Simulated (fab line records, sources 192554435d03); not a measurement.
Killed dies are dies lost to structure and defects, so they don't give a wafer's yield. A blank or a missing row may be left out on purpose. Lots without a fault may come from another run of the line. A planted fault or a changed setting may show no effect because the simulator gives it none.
Chamber matching | flow n5_finfet | N5_BEOL_M7_ALD_77 on ald_metal-01: 4 sister chambers
The step deposits TaN, target thk 2 nm, pulse time 2 s, purge time 3 s. 20 wafers are shown with their chamber, then 10 later ones without.

WAFERS WITH THEIR CHAMBER
wafer  | chamber | heater_power_w (W) | precursor_vessel_carrier_sccm (sccm)
L074.2 | 1       | 469                | 1001
L074.3 | 3       | 417                | 1000
L074.4 | 0       | 362                | 1004
L076.2 | 0       | 359                | 1005
L076.3 | 2       | 432                | 1003
L076.6 | 0       | 376                | 999
L080.1 | 3       | 409                | 998
L080.3 | 0       | 372                | 999
L080.4 | 2       | 431                | 1002
L083.1 | 0       | 373                | 998
L083.4 | 3       | 398                | 999
L083.5 | 3       | 417                | 1004
L084.2 | 3       | 411                | 996
L084.3 | 1       | 467                | 1001
L084.6 | 3       | 401                | 1007
L085.2 | 2       | 426                | 998
L085.4 | 3       | 395                | 1005
L085.5 | 0       | 365                | 999
L087.3 | 3       | 401                | 1002
L087.5 | 0       | 374                | 1004

SIGNATURES (means of the wafers above)
reading                       | chamber 0 | chamber 1 | chamber 2 | chamber 3 | scatter within a chamber
heater_power_w                | 368.71    | 468.00    | 429.67    | 406.12    | 7.06
precursor_vessel_carrier_sccm | 1001.14   | 1001.00   | 1001.00   | 1001.38   | 3.25
Rule: a wafer's distance from a chamber is the root of the sum, over the readings, of the square of ((its reading less the chamber's mean) divided by the reading's scatter). The wafer belongs to the nearest chamber; if the next one is less than 2 further off, it can't be placed. The scatter: the root of (the sum of the squares of (reading less its chamber's mean) over the shown wafers, divided by (wafers less chambers)).

WAFERS WITHOUT THEIR CHAMBER
wafer  | heater_power_w (W) | precursor_vessel_carrier_sccm (sccm)
L087.6 | 458                | 1004
L091.2 | 422                | 998
L091.5 | 409                | 994
L091.6 | 437                | 1001
L096.4 | 464                | 1003
L096.5 | 369                | 1006
L096.6 | 399                | 1004
L097.2 | 402                | 999
L097.4 | 434                | 1000
L097.6 | 370                | 996

WHICH CHAMBER EACH WENT THROUGH
wafer  | from the rows above     | in truth
L087.6 | 1                       | 1
L091.2 | can't be placed: 2 or 3 | 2
L091.5 | can't be placed: 3 or 2 | 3
L091.6 | 2                       | 2
L096.4 | 1                       | 1
L096.5 | 0                       | 0
L096.6 | 3                       | 3
L097.2 | 3                       | 3
L097.4 | 2                       | 2
L097.6 | 0                       | 0
Placed correctly: 8 of 10. Can't be placed from these rows: 2 (the true chamber is among the candidates in 2). Placed wrongly: 0.
